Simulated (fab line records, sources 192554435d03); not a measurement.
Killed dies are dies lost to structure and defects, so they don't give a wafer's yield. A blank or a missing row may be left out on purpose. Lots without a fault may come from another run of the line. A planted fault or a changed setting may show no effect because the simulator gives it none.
Split-lot experiment | flow n5_finfet | 7 lots, 21 wafers read, on a route of 1938 steps

THE SPLIT
At N5_SD_EPI_N_ETCH_16 (etches SiO2 in CHF3/O2, target depth 5 nm), the setting target_depth_a was moved away from the recipe's 50 angstrom on 10 of the 21 wafers read, by -10.5% to +8.8%. The other wafers ran this setting at the recipe's value.

The reading is taken at the split's own step.

THE READING
etch.depth_nm (the simulator's own value, which no gauge read), in nm, at N5_SD_EPI_N_ETCH_16 (etches SiO2 in CHF3/O2, target depth 5 nm). The file gives no usual value for it. The 11 wafers here that ran the recipe average 4.983 nm, standard deviation 0.062 nm.

wafer  | tool, chamber at the split | target_depth_a as run, angstrom | against the recipe | etch.depth_nm, nm | against lot-mates on the recipe
L074.3 | rie_diel-05, 3             | 52.22                           | +4.4%              | 5.218             | no lot-mate on the recipe
L074.4 | rie_diel-05, 2             | 52.22                           | +4.4%              | 5.13              | no lot-mate on the recipe
L074.5 | rie_diel-05, 0             | 52.22                           | +4.4%              | 5.201             | no lot-mate on the recipe
L076.1 | rie_diel-04, 1             | 50                              | recipe             | 4.997             | -
L076.4 | rie_diel-04, 3             | 50                              | recipe             | 5.065             | -
L076.6 | rie_diel-04, 1             | 50                              | recipe             | 5.013             | -
L080.2 | rie_diel-01, 2             | 44.73                           | -10.5%             | 4.502             | no lot-mate on the recipe
L080.5 | rie_diel-01, 0             | 44.73                           | -10.5%             | 4.435             | no lot-mate on the recipe
L080.6 | rie_diel-01, 1             | 44.73                           | -10.5%             | 4.531             | no lot-mate on the recipe
L081.3 | rie_diel-01, 3             | 50                              | recipe             | 5.064             | -
L081.4 | rie_diel-01, 0             | 50                              | recipe             | 4.912             | -
L081.6 | rie_diel-01, 1             | 50                              | recipe             | 5.016             | -
L088.1 | rie_diel-05, 1             | 50                              | recipe             | 4.898             | -
L088.2 | rie_diel-05, 2             | 50                              | recipe             | 5.002             | -
L088.5 | rie_diel-05, 2             | 50                              | recipe             | 5.022             | -
L090.1 | rie_diel-01, 2             | 54.42                           | +8.8%              | 5.369             | +0.430
L090.4 | rie_diel-01, 0             | 54.42                           | +8.8%              | 5.363             | +0.424
L090.6 | rie_diel-01, 0             | 50                              | recipe             | 4.939             | -
L097.1 | rie_diel-05, 1             | 50                              | recipe             | 4.88              | -
L097.2 | rie_diel-05, 0             | 44.99                           | -10.0%             | 4.39              | -0.490
L097.5 | rie_diel-05, 1             | 44.99                           | -10.0%             | 4.383             | -0.497

THE FIT
A straight line over all 21 wafers: etch.depth_nm changes by +0.049 nm for each +1% of target_depth_a; r = +0.98; the points scatter about the line by 0.064 nm.
The same after taking each lot's own level away (the mean of its wafers on the recipe; 15 wafers): +0.0488 nm for each +1%; r = +0.99; scatter 0.043 nm.
On that fit, the largest move of target_depth_a shifts the reading by 0.51 nm.
The lots' own levels span 4.8800 to 5.0250 nm, that is 2.3 times the standard deviation above.
So the lot-to-lot level changes the slope little: the two slopes agree.
Check: with one of the wafers moved furthest among these (-10.0%) left out of the fit, the line predicts -0.491 nm for it against its lot-mates. It came out at -0.49 nm against them.

OTHER SPLITS ON THESE WAFERS
These wafers also went through other splits before the reading. Each is held against what the fit with the lots' levels taken away leaves over:
other split on the same wafers        | wafers away from the commonest value | r with etch.depth_nm (lot level and that fit taken away)
N5_ZERO_LAYER_EXPOSE_08 dose_mj       | 5                                    | +0.12
N5_ZERO_LAYER_PEB_09 peb_time_s       | as run: not given for these wafers   | -
N5_WELL_APT_EXPOSE_05 dose_mj         | 9                                    | +0.11
N5_WELL_APT_DEVELOP_07 develop_time_s | 4                                    | -0.10
N5_FIN_CUT_EXPOSE_05 dose_mj          | 9                                    | +0.08
N5_SD_EPI_N_ETCH_45 target_depth_a    | 9                                    | +0.08

THE FILE'S OWN FIT
etch.depth_nm changes by +0.0488 nm for each +1% of target_depth_a, r = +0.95.
